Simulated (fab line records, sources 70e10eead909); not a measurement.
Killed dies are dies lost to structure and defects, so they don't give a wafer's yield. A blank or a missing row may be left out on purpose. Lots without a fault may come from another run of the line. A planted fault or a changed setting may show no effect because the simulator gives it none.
A struck lot beside a sound one | flow nand_harc | 24 steps out of a route of 1302
Sound: wafers L755.2, L755.5, L755.6. Struck: wafers L771.1, L771.4, L771.5. The cause comes at the end.
At each step with rows: each side's tool, then ch and its chambers, then its first start. Under that, the readings that differ: sound wafers | struck wafers | difference of the means | sigmas: that difference in standard deviations of wafers without a fault.
alike: readings whose means differ by less than 2 such deviations, and words and numbers that are the same on both sides. not compared: withheld readings, readings that some wafer has no value for, bounds like >300 that may hide the same value, and numbers for which the record gives no deviation and whose values overlap.
The two part at a step that has a row with sigmas, a row that says differs or no value, or rows on one side only. Numbers that don't overlap but have no deviation are shown without sigmas and don't part them. A reading that every wafer of one side lacks parts them only if that side has two wafers or more.

first, 1 step without rows for these wafers: NHARC_P_M0_SRD_25.
NHARC_P_M0_INSPECT_27:
  sound on defect_inspect-01, day 6 16:12; struck on defect_inspect-01, day 13 21:13
  alike: raw_defect_count
NHARC_P_M0_PRE_CLEAN_31: time 12 s.
  sound on pecvd-02 ch 1,2, day 6 16:16; struck on pecvd-02 ch 0,2, day 13 21:17
  alike: heater_power_outer_w, heater_power_w
NHARC_P_M0_DEP_32: deposits SiCN, target thk 30 nm.
  sound on pecvd-02 ch 1,2, day 6 16:21; struck on pecvd-02 ch 0,2, day 13 21:22
  alike: heater_power_outer_w, heater_power_w
then, 7 steps without rows for these wafers: NHARC_P_M1_DEP_00 (deposits SiOC, target thk 182.5 nm); NHARC_P_M1_DEHYDRATE_01 (time 120 s); NHARC_P_M1_HMDS_02 (time 30 s); NHARC_P_M1_COAT_34 (time 65 s); NHARC_P_M1_COAT_03 (resist thk 90 nm); NHARC_P_M1_SOFTBAKE_04 (time 55 s); NHARC_P_M1_EBR_05.
NHARC_P_M1_EXPOSE_06: exposes mask P M1, target cd 130 nm.
  sound on arfi_scanner-03 ch 0, day 6 17:26; struck on arfi_scanner-01 ch 0, day 13 22:20
  reading              | sound             | struck               | difference | sigmas
  exposure_dose_mJ_cm2 | 81.74 81.64 81.67 | 102.51 102.53 102.56 | +20.85     | +99 or more
  alike: mask
then, 2 steps without rows for these wafers: NHARC_P_M1_PEB_07 (peb time 65 s); NHARC_P_M1_DEVELOP_08 (develop time 35 s).
NHARC_P_M1_CD_MEAS_09: target cd 130 nm.
  sound on cd_sem-03 ch 0, day 6 17:34; struck on cd_sem-02 ch 0
  reading    | sound             | struck            | difference | sigmas
  cd_nm (nm) | 129.8 129.4 128.9 | 144.4 144.5 144.9 | +15.2      | +23
  not compared: hold
NHARC_P_M1_OVL_MEAS_10: pitch 260 nm.
  sound on overlay-01, day 6 17:40; struck on overlay-01, day 14 01:26
  reading | sound | struck                                                                     | difference                   | sigmas
  hold    | - - - | await_dispo/2.7h/release await_dispo/2.7h/release await_dispo/2.7h/release | no value on the sound wafers |
  alike: overlay_x_nm, overlay_y_nm
NHARC_P_M1_INSPECT_11:
  sound on defect_inspect-02, day 6 17:41; struck on defect_inspect-01, day 14 01:29
  alike: raw_defect_count
NHARC_P_M1_DESCUM_14: chemistry O2, time 3 s.
  sound on rie_diel-07 ch 0,3, day 6 17:46; struck on rie_diel-02 ch 0,1,2, day 14 01:32
  reading               | sound             | struck            | difference | sigmas
  model.P_M1.cd_nm (nm) | 129.6 129.9 129.1 | 144.4 144.7 143.9 | +14.8      |
  alike: drypump_motor_current_A, o2_flow_sccm, oes_product_au, rf_vpp_V, showerhead_plenum_p_Torr, throttle_valve_pct
  not compared: rf_hours_counter_h
NHARC_P_M1_ETCH_35: etches the open film in N2/H2, target depth 40 nm, overetch 12 nm, time 43.94 s.
  sound on rie_diel-07 ch 0,3, day 6 17:50; struck on rie_diel-02 ch 1,2,3, day 14 01:38
  alike: drypump_motor_current_A, oes_product_au, rf_vpp_V, showerhead_plenum_p_Torr, throttle_valve_pct
  not compared: rf_hours_counter_h
NHARC_P_M1_ETCH_15: etches the open film in C4F8/Ar, target depth 182.5 nm, time 91.2 s.
  sound on rie_diel-07 ch 0,1; struck on rie_diel-02 ch 0,1,3
  alike: oes_product_au, rf_vpp_V
  not compared: rf_hours_counter_h
NHARC_P_M1_CD_MEAS_16:
  sound on cd_sem-01, day 6 18:04; struck on cd_sem-02, day 14 02:02
  reading    | sound             | struck            | difference | sigmas
  cd_nm (nm) | 130.3 130.2 129.7 | 144.4 145.3 144.3 | +14.6      | +16
  not compared: hold
NHARC_P_M1_STRIP_18: strips in N2/H2.
  sound on rie_diel-04 ch 0,1,3, day 6 18:13; struck on rie_diel-04 ch 0,1,3, day 14 06:57
  reading | sound | struck                                                                     | difference                   | sigmas
  hold    | - - - | await_dispo/4.8h/release await_dispo/4.8h/release await_dispo/4.8h/release | no value on the sound wafers |
  alike: drypump_motor_current_A, oes_product_au, rf_vpp_V, showerhead_plenum_p_Torr, throttle_valve_pct
  not compared: rf_hours_counter_h
NHARC_P_M1_ETCH_28: etches the open film in CF4/N2, target depth 30 nm, time 72.99 s.
  sound on rie_diel-04 ch 0,2,3; struck on rie_diel-04 ch 0,2
  reading               | sound           | struck          | difference | sigmas
  model.P_M1.cd_nm (nm) | 131 130.7 130.7 | 144.9 144 144.4 | +13.6      |
  alike: drypump_motor_current_A, oes_product_au, rf_vpp_V, showerhead_plenum_p_Torr, throttle_valve_pct
  not compared: rf_hours_counter_h
then, 1 step without rows for these wafers: NHARC_P_M1_STRIP_19 (strips in post etch residue remover, time 600 s).

WHERE THEY PART
First at NHARC_P_M1_EXPOSE_06; last, within this record, at NHARC_P_M1_STRIP_18. Later steps at which nothing parts them and some readings are alike: NHARC_P_M1_ETCH_28.

WHY: what the simulator had put in
Process parameter drift: arfi_scanner-01, from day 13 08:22 on, at NHARC_P_M1_EXPOSE_06. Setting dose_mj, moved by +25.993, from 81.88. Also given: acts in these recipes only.
